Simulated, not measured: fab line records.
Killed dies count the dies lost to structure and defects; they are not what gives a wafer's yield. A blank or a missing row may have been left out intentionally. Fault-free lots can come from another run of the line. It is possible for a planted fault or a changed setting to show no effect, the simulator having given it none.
Matching of chambers -- flow nand harc -- NHARC_HYBRID_BOND_ACTIVATE_00 on rie diel-01 has 4 sister chambers
The step chemistry N2, time 60 s. 16 wafers are shown with their chamber, then 8 later ones without.

## WAFERS, EACH WITH ITS CHAMBER
wafer,chamber,drypump motor current A (A),oes product au (a.u.),rf vpp V (V)
L621.1,2,5.97,1.009,63.0
L621.5,2,5.97,1.009,66.0
L621.6,3,5.76,1.006,64.8
L623.1,3,5.76,1.000,65.5
L623.2,0,6.02,1.022,64.8
L623.6,3,5.68,1.007,62.9
L629.1,0,6.00,1.014,64.3
L629.2,3,5.69,0.998,64.2
L629.5,0,5.99,1.011,64.3
L638.4,1,6.42,0.996,64.7
L638.5,3,5.72,0.994,63.1
L638.6,2,5.99,1.015,64.4
L642.2,0,6.00,1.013,64.1
L642.4,1,6.43,0.990,64.7
L642.5,0,6.00,1.019,64.4
L641.1,1,6.42,0.994,63.9

SIGNATURES, as means of the wafers listed above
reading,chamber 0,chamber 1,chamber 2,chamber 3,scatter within a chamber
drypump motor current A,6.0020,6.4233,5.9767,5.7220,0.0233
oes product au,1.01580,0.99333,1.01100,1.00100,0.00452
rf vpp V,64.380,64.433,64.467,64.100,0.917
Rule: distance of a wafer from a chamber = root of the sum over the readings of ((wafer's reading minus chamber's mean) / reading's scatter) squared. The wafer belongs to the nearest chamber; if the next one is less than 2 further off, it can't be placed. The scatter is the square root of a quotient: the sum, over the shown wafers, of each reading's squared deviation from its chamber's mean, divided by wafers minus chambers.

## WAFERS WHOSE CHAMBER IS MISSING
wafer,drypump motor current A (A),oes product au (a.u.),rf vpp V (V)
L641.3,6.00,1.018,65.0
L641.6,5.98,1.014,65.1
L633.1,5.78,0.996,65.0
L633.3,6.41,0.997,64.3
L633.5,5.98,1.009,67.0
L644.1,5.99,1.013,65.1
L644.2,6.43,0.998,64.9
L644.6,6.45,1.004,64.9

## EACH ONE'S CHAMBER
wafer,from the rows above,in truth
L641.3,can't be placed: 0 or 2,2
L641.6,can't be placed: 2 or 0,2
L633.1,3,3
L633.3,1,1
L633.5,can't be placed: 2 or 0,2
L644.1,can't be placed: 2 or 0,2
L644.2,1,1
L644.6,1,1
4 of 8 placed correctly. Can't be placed from these rows: 4 (the true chamber is among the candidates in 4). 0 placed wrongly.
